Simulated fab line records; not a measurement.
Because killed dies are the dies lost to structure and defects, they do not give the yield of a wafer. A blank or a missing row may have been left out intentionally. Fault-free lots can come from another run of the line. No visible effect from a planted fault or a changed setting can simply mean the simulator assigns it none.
Matching of chambers | flow n5-finfet | rie-diel-02 running N5_FIN_SAQP_ETCH_51: 4 sister chambers
The step etches SiARC in CF4, target depth 45.5 nm, time 75.8 s. 4 wafers are shown with their chamber, then 7 later ones without.

== WAFERS PAIRED WITH THEIR CHAMBERS ==
wafer  | chamber | showerhead-plenum-p-Torr (Torr)
L084.1 | 1       | 2.27
L084.2 | 2       | 2.11
L094.1 | 0       | 2.27
L094.2 | 3       | 2.21

== WAFERS MISSING THEIR CHAMBER ==
wafer  | showerhead-plenum-p-Torr (Torr)
L094.4 | 2.26
L095.2 | 2.27
L095.5 | 2.11
L095.6 | 2.21
L097.2 | 2.21
L097.4 | 2.26
L097.6 | 2.21

== EACH ONE'S CHAMBER ==
wafer  | from the rows above     | in truth
L094.4 | can't be placed: 0 or 1 | 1
L095.2 | can't be placed: 0 or 1 | 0
L095.5 | 2                       | 2
L095.6 | 3                       | 3
L097.2 | 3                       | 3
L097.4 | can't be placed: 0 or 1 | 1
L097.6 | 3                       | 3
4 of 7 placed correctly. Cannot be placed on the basis of these rows: 3; the candidates contain the true chamber in 3. Wrongly placed: 0.
How it was worked out, from the rows above alone: a wafer's distance from a chamber is the root of the sum, over the readings, of the square of ((its reading less the chamber's mean) divided by the reading's scatter). If the next closest chamber is less than 2 further off than the closest, the wafer can't be placed; otherwise it belongs to the closest. Each chamber's mean is taken over the wafers shown for it. The scatter: with one shown wafer a chamber, the root of the mean of the squares of how far each hidden wafer lies from its nearest shown one.
